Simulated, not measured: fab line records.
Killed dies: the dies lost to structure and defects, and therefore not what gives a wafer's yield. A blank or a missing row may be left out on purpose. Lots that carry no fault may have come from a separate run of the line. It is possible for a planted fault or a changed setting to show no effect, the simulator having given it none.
Which tool did it? || flow n5_finfet || 30 wafers from 10 lots sampled at 5 of the route's 1938 steps

## WHAT THE GAUGES READ, wafer by wafer
N5_HKMG_FIN_OVL_MEAS_50.
{"lot": "L744", "measured": "day 4 14:06", "on": "overlay-02", "NDIPOLE_OVL (nm)": "0.9 1.0 0.0"}
{"lot": "L745", "measured": "day 4 21:52", "on": "overlay-02", "NDIPOLE_OVL (nm)": "0.8 0.6 0.1"}
{"lot": "L746", "measured": "day 5 04:05", "on": "overlay-02", "NDIPOLE_OVL (nm)": "-0.5 0.2 0.0"}
{"lot": "L747", "measured": "day 5 09:25", "on": "overlay-01", "NDIPOLE_OVL (nm)": "0.5 0.6 0.0"}
{"lot": "L750", "measured": "day 6 02:13", "on": "overlay-01", "NDIPOLE_OVL (nm)": "0.8 0.2 1.1"}
{"lot": "L756", "measured": "day 7 13:49", "on": "overlay-01", "NDIPOLE_OVL (nm)": "0.2 0.5 0.3"}
{"lot": "L757", "measured": "day 7 23:18", "on": "overlay-02", "NDIPOLE_OVL (nm)": "0.8 -0.4 0.2"}
{"lot": "L758", "measured": "day 8 01:51", "on": "overlay-01", "NDIPOLE_OVL (nm)": "1.4 1.8 0.6"}
{"lot": "L761", "measured": "day 8 17:50", "on": "overlay-02", "NDIPOLE_OVL (nm)": "0.9 1.5 1.0"}
{"lot": "L765", "measured": "day 9 16:43", "on": "overlay-02", "NDIPOLE_OVL (nm)": "-1.3 0.1 -1.4"}

N5_HKMG_FIN_INSPECT_61: inspects for defects (macro).
{"lot": "L744", "measured": "day 4 14:07", "on": "defect_inspect-01", "raw_defect_count": "4 3 1"}
{"lot": "L745", "measured": "day 4 21:53", "on": "defect_inspect-02", "raw_defect_count": "3 1 4"}
{"lot": "L746", "measured": "day 5 04:07", "on": "defect_inspect-02", "raw_defect_count": "3 0 0"}
{"lot": "L747", "measured": "day 5 09:27", "on": "defect_inspect-01", "raw_defect_count": "2 2 1"}
{"lot": "L750", "measured": "day 6 02:14", "on": "defect_inspect-02", "raw_defect_count": "2 1 2"}
{"lot": "L756", "measured": "day 7 13:50", "on": "defect_inspect-02", "raw_defect_count": "5 1 1"}
{"lot": "L757", "measured": "day 7 23:19", "on": "defect_inspect-02", "raw_defect_count": "1 3 2"}
{"lot": "L758", "measured": "day 8 01:52", "on": "defect_inspect-02", "raw_defect_count": "2 1 0"}
{"lot": "L761", "measured": "day 8 17:52", "on": "defect_inspect-02", "raw_defect_count": "3 2 2"}
{"lot": "L765", "measured": "day 9 16:44", "on": "defect_inspect-02", "raw_defect_count": "2 0 2"}

N5_BEOL_M4_RC_MEAS_101.
{"lot": "L744", "measured": "day 8 01:18", "on": "prober-02", "DIBL_N (mV/V)": "35.8 38.5 35.0", "DIBL_P (mV/V)": "35.5 39.1 35.3", "EOT_N": "10.45 10.43 10.43", "EOT_P": "10.40 10.30 10.36", "IOFF_N (nA/um)": "0.155 0.207 0.146", "IOFF_P (nA/um)": "0.16 0.22 0.17", "ION_N (uA/um)": "674 680 668", "ION_P (uA/um)": "460 454 454", "SS_N (mV/dec)": "72.5 72.3 70.5", "SS_P (mV/dec)": "73.2 74.7 73.0", "VT_N (mV)": "250 248 248", "VT_P (mV)": "-257 -251 -256"}
{"lot": "L745", "measured": "day 8 11:33", "on": "prober-02", "DIBL_N (mV/V)": "36.9 36.9 34.7", "DIBL_P (mV/V)": "36.3 35.9 34.3", "EOT_N": "10.44 10.61 10.62", "EOT_P": "10.30 10.47 10.43", "IOFF_N (nA/um)": "0.167 0.153 0.123", "IOFF_P (nA/um)": "0.18 0.18 0.16", "ION_N (uA/um)": "677 660 672", "ION_P (uA/um)": "461 448 457", "SS_N (mV/dec)": "71.3 71.9 70.7", "SS_P (mV/dec)": "73.6 73.7 72.6", "VT_N (mV)": "250 255 254", "VT_P (mV)": "-254 -255 -254"}
{"lot": "L746", "measured": "day 8 13:30", "on": "prober-01", "DIBL_N (mV/V)": "36.4 35.6 35.0", "DIBL_P (mV/V)": "39.0 36.4 36.8", "EOT_N": "10.67 10.70 10.62", "EOT_P": "10.49 10.40 10.53", "IOFF_N (nA/um)": "0.167 0.153 0.141", "IOFF_P (nA/um)": "0.26 0.22 0.21", "ION_N (uA/um)": "684 667 660", "ION_P (uA/um)": "469 466 462", "SS_N (mV/dec)": "72.0 71.8 70.9", "SS_P (mV/dec)": "73.6 72.4 73.0", "VT_N (mV)": "249 253 251", "VT_P (mV)": "-245 -247 -249"}
{"lot": "L747", "measured": "day 8 22:27", "on": "prober-01", "DIBL_N (mV/V)": "34.8 37.8 35.3", "DIBL_P (mV/V)": "33.7 38.1 34.2", "EOT_N": "10.53 10.65 10.50", "EOT_P": "10.43 10.58 10.39", "IOFF_N (nA/um)": "0.118 0.169 0.136", "IOFF_P (nA/um)": "0.18 0.24 0.18", "ION_N (uA/um)": "652 669 672", "ION_P (uA/um)": "454 465 463", "SS_N (mV/dec)": "71.3 72.4 71.1", "SS_P (mV/dec)": "73.1 73.7 72.9", "VT_N (mV)": "255 250 250", "VT_P (mV)": "-252 -246 -252"}
{"lot": "L750", "measured": "day 9 16:02", "on": "prober-02", "DIBL_N (mV/V)": "36.1 36.3 36.6", "DIBL_P (mV/V)": "35.1 35.6 35.9", "EOT_N": "10.47 10.49 10.57", "EOT_P": "10.49 10.46 10.53", "IOFF_N (nA/um)": "0.155 0.168 0.159", "IOFF_P (nA/um)": "0.20 0.22 0.22", "ION_N (uA/um)": "669 681 673", "ION_P (uA/um)": "462 465 461", "SS_N (mV/dec)": "71.7 70.9 71.8", "SS_P (mV/dec)": "73.6 73.2 74.5", "VT_N (mV)": "252 248 251", "VT_P (mV)": "-251 -247 -250"}
{"lot": "L756", "measured": "day 11 05:07", "on": "prober-01", "DIBL_N (mV/V)": "36.3 37.3 37.1", "DIBL_P (mV/V)": "35.6 36.9 37.1", "EOT_N": "11.01 10.65 10.68", "EOT_P": "11.03 10.45 10.52", "IOFF_N (nA/um)": "0.151 0.182 0.174", "IOFF_P (nA/um)": "0.23 0.23 0.24", "ION_N (uA/um)": "652 684 688", "ION_P (uA/um)": "460 472 467", "SS_N (mV/dec)": "70.9 71.4 71.6", "SS_P (mV/dec)": "73.5 72.7 73.9", "VT_N (mV)": "253 249 249", "VT_P (mV)": "-249 -248 -248"}
{"lot": "L757", "measured": "day 11 14:01", "on": "prober-02", "DIBL_N (mV/V)": "38.0 36.2 33.9", "DIBL_P (mV/V)": "39.2 36.7 34.5", "EOT_N": "10.59 10.43 10.54", "EOT_P": "10.45 10.41 10.60", "IOFF_N (nA/um)": "0.202 0.174 0.133", "IOFF_P (nA/um)": "0.22 0.19 0.16", "ION_N (uA/um)": "691 681 667", "ION_P (uA/um)": "464 458 457", "SS_N (mV/dec)": "72.0 71.3 70.4", "SS_P (mV/dec)": "74.4 73.9 73.4", "VT_N (mV)": "245 248 251", "VT_P (mV)": "-251 -252 -256"}
{"lot": "L758", "measured": "day 11 23:07", "on": "prober-02", "DIBL_N (mV/V)": "38.2 37.0 35.4", "DIBL_P (mV/V)": "39.8 38.4 37.1", "EOT_N": "10.41 10.60 11.06", "EOT_P": "10.61 10.57 10.96", "IOFF_N (nA/um)": "0.180 0.150 0.133", "IOFF_P (nA/um)": "0.26 0.23 0.22", "ION_N (uA/um)": "676 660 657", "ION_P (uA/um)": "466 456 458", "SS_N (mV/dec)": "71.8 71.2 71.1", "SS_P (mV/dec)": "73.4 73.9 73.2", "VT_N (mV)": "248 251 252", "VT_P (mV)": "-246 -247 -248"}
{"lot": "L761", "measured": "day 13 01:37", "on": "prober-02", "DIBL_N (mV/V)": "34.4 35.9 34.5", "DIBL_P (mV/V)": "34.3 36.0 33.9", "EOT_N": "10.51 10.43 10.49", "EOT_P": "10.40 10.39 10.48", "IOFF_N (nA/um)": "0.118 0.145 0.125", "IOFF_P (nA/um)": "0.18 0.21 0.18", "ION_N (uA/um)": "667 662 662", "ION_P (uA/um)": "462 456 463", "SS_N (mV/dec)": "70.8 71.1 71.1", "SS_P (mV/dec)": "72.6 73.1 72.5", "VT_N (mV)": "256 250 252", "VT_P (mV)": "-251 -251 -252"}
{"lot": "L765", "measured": "day 14 00:35", "on": "prober-02", "DIBL_N (mV/V)": "36.8 36.1 36.3", "DIBL_P (mV/V)": "37.8 37.0 36.7", "EOT_N": "10.42 10.42 10.43", "EOT_P": "10.35 10.35 10.38", "IOFF_N (nA/um)": "0.184 0.167 0.166", "IOFF_P (nA/um)": "0.23 0.21 0.21", "ION_N (uA/um)": "694 684 680", "ION_P (uA/um)": "471 464 459", "SS_N (mV/dec)": "71.0 71.1 71.8", "SS_P (mV/dec)": "73.2 72.9 73.4", "VT_N (mV)": "246 248 247", "VT_P (mV)": "-249 -251 -253"}

## TOOL THAT RAN EACH LOT (tool first, then ch and the chambers of the sampled wafers, then the start)
{"lot": "L744", "N5_HKMG_FIN_DESCUM_53": "rie_diel-01 ch 1,2, day 4 14:14", "N5_HKMG_FIN_CVD_62": "thermal_cvd_si-01 ch 0,1,2, day 4 15:58"}
{"lot": "L745", "N5_HKMG_FIN_DESCUM_53": "rie_diel-06 ch 0,1, day 4 21:55", "N5_HKMG_FIN_CVD_62": "thermal_cvd_si-02 ch 1,2, day 4 23:38"}
{"lot": "L746", "N5_HKMG_FIN_DESCUM_53": "rie_diel-03 ch 0,1, day 5 04:14", "N5_HKMG_FIN_CVD_62": "thermal_cvd_si-01 ch 0,1, day 5 05:58"}
{"lot": "L747", "N5_HKMG_FIN_DESCUM_53": "rie_diel-01 ch 0,1,3, day 5 09:49", "N5_HKMG_FIN_CVD_62": "thermal_cvd_si-02 ch 0,2, day 5 11:32"}
{"lot": "L750", "N5_HKMG_FIN_DESCUM_53": "rie_diel-01 ch 1,3, day 6 02:24", "N5_HKMG_FIN_CVD_62": "thermal_cvd_si-01 ch 0,2, day 6 04:10"}
{"lot": "L756", "N5_HKMG_FIN_DESCUM_53": "rie_diel-03 ch 0,1, day 7 13:52", "N5_HKMG_FIN_CVD_62": "thermal_cvd_si-01 ch 0,1,2, day 7 15:42"}
{"lot": "L757", "N5_HKMG_FIN_DESCUM_53": "rie_diel-06 ch 0,1,2, day 7 23:22", "N5_HKMG_FIN_CVD_62": "thermal_cvd_si-02 ch 0,1, day 8 01:05"}
{"lot": "L758", "N5_HKMG_FIN_DESCUM_53": "rie_diel-03 ch 0,3, day 8 01:55", "N5_HKMG_FIN_CVD_62": "thermal_cvd_si-01 ch 0,1,2, day 8 03:38"}
{"lot": "L761", "N5_HKMG_FIN_DESCUM_53": "rie_diel-01 ch 1,3, day 8 18:04", "N5_HKMG_FIN_CVD_62": "thermal_cvd_si-02 ch 0,1, day 8 19:48"}
{"lot": "L765", "N5_HKMG_FIN_DESCUM_53": "rie_diel-01 ch 0,3, day 9 17:00", "N5_HKMG_FIN_CVD_62": "thermal_cvd_si-02 ch 0,2, day 9 18:43"}
- N5_HKMG_FIN_DESCUM_53: chemistry O2, time 7.9 s.
- N5_HKMG_FIN_CVD_62: deposits a-Si from Si2H6, target thk 3 nm, time 20.8 s.

## AS READ BY THE TOOLS THEMSELVES (means over the sampled wafers that have a number; for cases with no such wafer, the mark the record gives instead)
N5_HKMG_FIN_DESCUM_53.
{"lot": "L744", "tool": "rie_diel-01", "drypump_motor_current_A (A)": 5.7, "oes_product_au (a.u.)": 0.78, "rf_fwd_power_W (W)": 48.7, "rf_vpp_V (V)": 243.6, "showerhead_plenum_p_Torr (Torr)": 2.08, "throttle_valve_pct (%)": 20.33}
{"lot": "L745", "tool": "rie_diel-06", "drypump_motor_current_A (A)": 5.4, "oes_product_au (a.u.)": 0.88, "rf_fwd_power_W (W)": 49.2, "rf_vpp_V (V)": 244.5, "showerhead_plenum_p_Torr (Torr)": 2.20, "throttle_valve_pct (%)": 20.23}
{"lot": "L746", "tool": "rie_diel-03", "drypump_motor_current_A (A)": 5.9, "oes_product_au (a.u.)": 0.77, "rf_fwd_power_W (W)": 49.2, "rf_vpp_V (V)": 243.0, "showerhead_plenum_p_Torr (Torr)": 2.12, "throttle_valve_pct (%)": 20.69}
{"lot": "L747", "tool": "rie_diel-01", "drypump_motor_current_A (A)": 6.2, "oes_product_au (a.u.)": 0.78, "rf_fwd_power_W (W)": 49.4, "rf_vpp_V (V)": 243.4, "showerhead_plenum_p_Torr (Torr)": 2.12, "throttle_valve_pct (%)": 20.41}
{"lot": "L750", "tool": "rie_diel-01", "drypump_motor_current_A (A)": 6.1, "oes_product_au (a.u.)": 0.83, "rf_fwd_power_W (W)": 48.9, "rf_vpp_V (V)": 242.7, "showerhead_plenum_p_Torr (Torr)": 2.10, "throttle_valve_pct (%)": 20.16}
{"lot": "L756", "tool": "rie_diel-03", "drypump_motor_current_A (A)": 5.9, "oes_product_au (a.u.)": 0.93, "rf_fwd_power_W (W)": 49.5, "rf_vpp_V (V)": 243.1, "showerhead_plenum_p_Torr (Torr)": 2.11, "throttle_valve_pct (%)": 20.44}
{"lot": "L757", "tool": "rie_diel-06", "drypump_motor_current_A (A)": 5.6, "oes_product_au (a.u.)": 0.79, "rf_fwd_power_W (W)": 49.3, "rf_vpp_V (V)": 244.6, "showerhead_plenum_p_Torr (Torr)": 2.18, "throttle_valve_pct (%)": 20.42}
{"lot": "L758", "tool": "rie_diel-03", "drypump_motor_current_A (A)": 5.8, "oes_product_au (a.u.)": 0.97, "rf_fwd_power_W (W)": 49.0, "rf_vpp_V (V)": 242.9, "showerhead_plenum_p_Torr (Torr)": 2.08, "throttle_valve_pct (%)": 20.17}
{"lot": "L761", "tool": "rie_diel-01", "drypump_motor_current_A (A)": 6.1, "oes_product_au (a.u.)": 0.80, "rf_fwd_power_W (W)": 49.0, "rf_vpp_V (V)": 244.0, "showerhead_plenum_p_Torr (Torr)": 2.10, "throttle_valve_pct (%)": 20.19}
{"lot": "L765", "tool": "rie_diel-01", "drypump_motor_current_A (A)": 5.9, "oes_product_au (a.u.)": 0.78, "rf_fwd_power_W (W)": 49.4, "rf_vpp_V (V)": 243.2, "showerhead_plenum_p_Torr (Torr)": 2.10, "throttle_valve_pct (%)": 20.50}

N5_HKMG_FIN_CVD_62.
{"lot": "L744", "tool": "thermal_cvd_si-01", "heater_power_w (W)": 1409, "susceptor_temp_C (C)": 499.99}
{"lot": "L745", "tool": "thermal_cvd_si-02", "heater_power_w (W)": 1190, "susceptor_temp_C (C)": 500.02}
{"lot": "L746", "tool": "thermal_cvd_si-01", "heater_power_w (W)": 1268, "susceptor_temp_C (C)": 500.09}
{"lot": "L747", "tool": "thermal_cvd_si-02", "heater_power_w (W)": 1193, "susceptor_temp_C (C)": 499.95}
{"lot": "L750", "tool": "thermal_cvd_si-01", "heater_power_w (W)": 1550, "susceptor_temp_C (C)": 499.83}
{"lot": "L756", "tool": "thermal_cvd_si-01", "heater_power_w (W)": 1299, "susceptor_temp_C (C)": 487.42}
{"lot": "L757", "tool": "thermal_cvd_si-02", "heater_power_w (W)": 1166, "susceptor_temp_C (C)": 499.98}
{"lot": "L758", "tool": "thermal_cvd_si-01", "heater_power_w (W)": 1300, "susceptor_temp_C (C)": 487.48}
{"lot": "L761", "tool": "thermal_cvd_si-02", "heater_power_w (W)": 1168, "susceptor_temp_C (C)": 499.97}
{"lot": "L765", "tool": "thermal_cvd_si-02", "heater_power_w (W)": 1209, "susceptor_temp_C (C)": 500.04}

## THE ANSWER, worked out from the rows above alone
Rule: what is usual is taken from the lots themselves. The widest of any qualifying gaps counts: lots, ordered by their means at a reading, are off when they make up no more than a third of the lots, leave a main group of 4 or more, and stand apart from it by 3 or more times the standard deviation of that group's means. A main group is skipped when, at the precision printed for the reading in the tables above, its means are all equal. A lot without any number at a reading at which 4 lots or more have one is off too. Where the step has rows for the other lots, those lots are counted as sound. The gauges are gone through in route order, then the tools' own readings, and for those a lot's mean is taken as printed above. The first step at which some lot is off is used, and at that step the reading that is off furthest; a lot without a number counts as furthest.
Off: L756, L758, at N5_BEOL_M4_RC_MEAS_101 (EOT_P). The main group has a mean of 10.43 with a standard deviation of 0.053.
A tool fits if, at a process step before that reading, it ran every lot that is off, and no sound lot after the first of them. The gauges at N5_BEOL_M4_RC_MEAS_101 aren't tried: what is off there is off at N5_HKMG_FIN_CVD_62 too, on other tools, and a gauge's error can't cause that. Can't be told from this: 2 tools fit, rie_diel-03 at N5_HKMG_FIN_DESCUM_53, thermal_cvd_si-01 at N5_HKMG_FIN_CVD_62.

## WHAT THE SIMULATOR PUT IN
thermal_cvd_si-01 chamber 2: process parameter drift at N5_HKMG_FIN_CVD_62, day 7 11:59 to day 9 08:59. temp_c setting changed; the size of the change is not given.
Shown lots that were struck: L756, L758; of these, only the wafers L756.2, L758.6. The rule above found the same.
